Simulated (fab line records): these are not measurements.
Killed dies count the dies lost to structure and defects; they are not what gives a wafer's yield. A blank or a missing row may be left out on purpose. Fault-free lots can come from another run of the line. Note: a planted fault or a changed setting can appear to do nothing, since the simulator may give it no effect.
Split-lot experiment / flow n5-finfet / 21 wafers read across 7 lots, on a route 1938 steps long

## THE SPLIT
At N5_BEOL_M12_COAT_22 (resist thk 300 nm), the setting spin-rpm was moved away from the recipe's 2888 rpm on 5 of the 21 wafers read, by -11.1% to +4.1%. The other wafers ran this setting at the recipe's value.

The reading is taken at the split's own step.

## THE READING
coat_of_BEOL_M12_COAT_22.thk-nm (the simulator's own value, which no gauge read), in nm, at N5_BEOL_M12_COAT_22 (resist thk 300 nm). The file gives no usual value for it. Average 300.4 nm, standard deviation 1.2 nm, over the 16 wafers here run with the recipe.

wafer=L078.1; tool, chamber at the split=litho-track-02, 0; spin-rpm as run, rpm=2888; against the recipe=recipe; coat_of_BEOL_M12_COAT_22.thk-nm, nm=300.6; against lot-mates on the recipe=-
wafer=L078.2; tool, chamber at the split=litho-track-02, 0; spin-rpm as run, rpm=2888; against the recipe=recipe; coat_of_BEOL_M12_COAT_22.thk-nm, nm=300.8; against lot-mates on the recipe=-
wafer=L078.3; tool, chamber at the split=litho-track-02, 0; spin-rpm as run, rpm=2888; against the recipe=recipe; coat_of_BEOL_M12_COAT_22.thk-nm, nm=300.8; against lot-mates on the recipe=-
wafer=L079.1; tool, chamber at the split=litho-track-04, 0; spin-rpm as run, rpm=2888; against the recipe=recipe; coat_of_BEOL_M12_COAT_22.thk-nm, nm=299.2; against lot-mates on the recipe=-
wafer=L079.3; tool, chamber at the split=litho-track-04, 0; spin-rpm as run, rpm=2731; against the recipe=-5.4%; coat_of_BEOL_M12_COAT_22.thk-nm, nm=307; against lot-mates on the recipe=+8.4
wafer=L079.4; tool, chamber at the split=litho-track-04, 0; spin-rpm as run, rpm=2888; against the recipe=recipe; coat_of_BEOL_M12_COAT_22.thk-nm, nm=298; against lot-mates on the recipe=-
wafer=L081.2; tool, chamber at the split=litho-track-04, 0; spin-rpm as run, rpm=2566; against the recipe=-11.1%; coat_of_BEOL_M12_COAT_22.thk-nm, nm=317.8; against lot-mates on the recipe=+18.8
wafer=L081.5; tool, chamber at the split=litho-track-04, 0; spin-rpm as run, rpm=2566; against the recipe=-11.1%; coat_of_BEOL_M12_COAT_22.thk-nm, nm=317.2; against lot-mates on the recipe=+18.2
wafer=L081.6; tool, chamber at the split=litho-track-04, 0; spin-rpm as run, rpm=2888; against the recipe=recipe; coat_of_BEOL_M12_COAT_22.thk-nm, nm=299; against lot-mates on the recipe=-
wafer=L085.2; tool, chamber at the split=litho-track-02, 0; spin-rpm as run, rpm=2888; against the recipe=recipe; coat_of_BEOL_M12_COAT_22.thk-nm, nm=301.6; against lot-mates on the recipe=-
wafer=L085.4; tool, chamber at the split=litho-track-02, 0; spin-rpm as run, rpm=2888; against the recipe=recipe; coat_of_BEOL_M12_COAT_22.thk-nm, nm=301.6; against lot-mates on the recipe=-
wafer=L085.6; tool, chamber at the split=litho-track-02, 0; spin-rpm as run, rpm=2888; against the recipe=recipe; coat_of_BEOL_M12_COAT_22.thk-nm, nm=301.6; against lot-mates on the recipe=-
wafer=L087.1; tool, chamber at the split=litho-track-04, 0; spin-rpm as run, rpm=2888; against the recipe=recipe; coat_of_BEOL_M12_COAT_22.thk-nm, nm=300; against lot-mates on the recipe=-
wafer=L087.2; tool, chamber at the split=litho-track-04, 0; spin-rpm as run, rpm=2888; against the recipe=recipe; coat_of_BEOL_M12_COAT_22.thk-nm, nm=299; against lot-mates on the recipe=-
wafer=L087.4; tool, chamber at the split=litho-track-04, 0; spin-rpm as run, rpm=2888; against the recipe=recipe; coat_of_BEOL_M12_COAT_22.thk-nm, nm=298.4; against lot-mates on the recipe=-
wafer=L091.1; tool, chamber at the split=litho-track-02, 0; spin-rpm as run, rpm=2888; against the recipe=recipe; coat_of_BEOL_M12_COAT_22.thk-nm, nm=300.6; against lot-mates on the recipe=-
wafer=L091.2; tool, chamber at the split=litho-track-02, 0; spin-rpm as run, rpm=3007; against the recipe=+4.1%; coat_of_BEOL_M12_COAT_22.thk-nm, nm=293.4; against lot-mates on the recipe=-7.2
wafer=L091.4; tool, chamber at the split=litho-track-02, 0; spin-rpm as run, rpm=3007; against the recipe=+4.1%; coat_of_BEOL_M12_COAT_22.thk-nm, nm=293.4; against lot-mates on the recipe=-7.2
wafer=L097.1; tool, chamber at the split=litho-track-04, 0; spin-rpm as run, rpm=2888; against the recipe=recipe; coat_of_BEOL_M12_COAT_22.thk-nm, nm=301; against lot-mates on the recipe=-
wafer=L097.2; tool, chamber at the split=litho-track-04, 0; spin-rpm as run, rpm=2888; against the recipe=recipe; coat_of_BEOL_M12_COAT_22.thk-nm, nm=301.4; against lot-mates on the recipe=-
wafer=L097.4; tool, chamber at the split=litho-track-04, 0; spin-rpm as run, rpm=2888; against the recipe=recipe; coat_of_BEOL_M12_COAT_22.thk-nm, nm=302.2; against lot-mates on the recipe=-

THE FIT
A straight line over all 21 wafers: coat_of_BEOL_M12_COAT_22.thk-nm changes by -1.53 nm for each +1% of spin-rpm; r = -0.98; the points scatter about the line by 1.2 nm.
The same after taking each lot's own level away (the mean of its wafers on the recipe; 21 wafers): -1.66 nm for each +1%; r = -1.00; scatter 0.43 nm.
According to that fit, moving spin-rpm by its largest amount changes the reading by 19 nm.
Measured against the standard deviation above, the lots' own levels, which go from 298.60 to 301.60 nm, span 2.4 times it.
The two slopes agree, so the slope changes little with the lot-to-lot level.
Check: +18.2 nm against its lot-mates is what the line predicts for one of the wafers moved furthest among these (-11.1%) when that wafer is left out of the fit. It came out at +18.8 nm against them.

## ADDITIONAL SPLITS CARRIED BY THESE WAFERS
Before the reading, these wafers also passed through other splits. Each is held against what the fit with the lots' levels taken away leaves over:
other split on the same wafers=N5_BEOL_M10_EXPOSE_25 dose-mj; wafers away from the commonest value=7; r with coat_of_BEOL_M12_COAT_22.thk-nm (lot level and that fit taken away)=-0.20
other split on the same wafers=N5_BEOL_M11_ETCH_62 time-s; wafers away from the commonest value=8; r with coat_of_BEOL_M12_COAT_22.thk-nm (lot level and that fit taken away)=-0.06
other split on the same wafers=N5_BEOL_M11_COAT_63 spin-rpm; wafers away from the commonest value=7; r with coat_of_BEOL_M12_COAT_22.thk-nm (lot level and that fit taken away)=+0.13
other split on the same wafers=N5_BEOL_M11_ETCH_41 time-s; wafers away from the commonest value=8; r with coat_of_BEOL_M12_COAT_22.thk-nm (lot level and that fit taken away)=-0.24

## FILE'S OWN FIT
coat_of_BEOL_M12_COAT_22.thk-nm changes by -1.65 nm for each +1% of spin-rpm, r = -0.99.
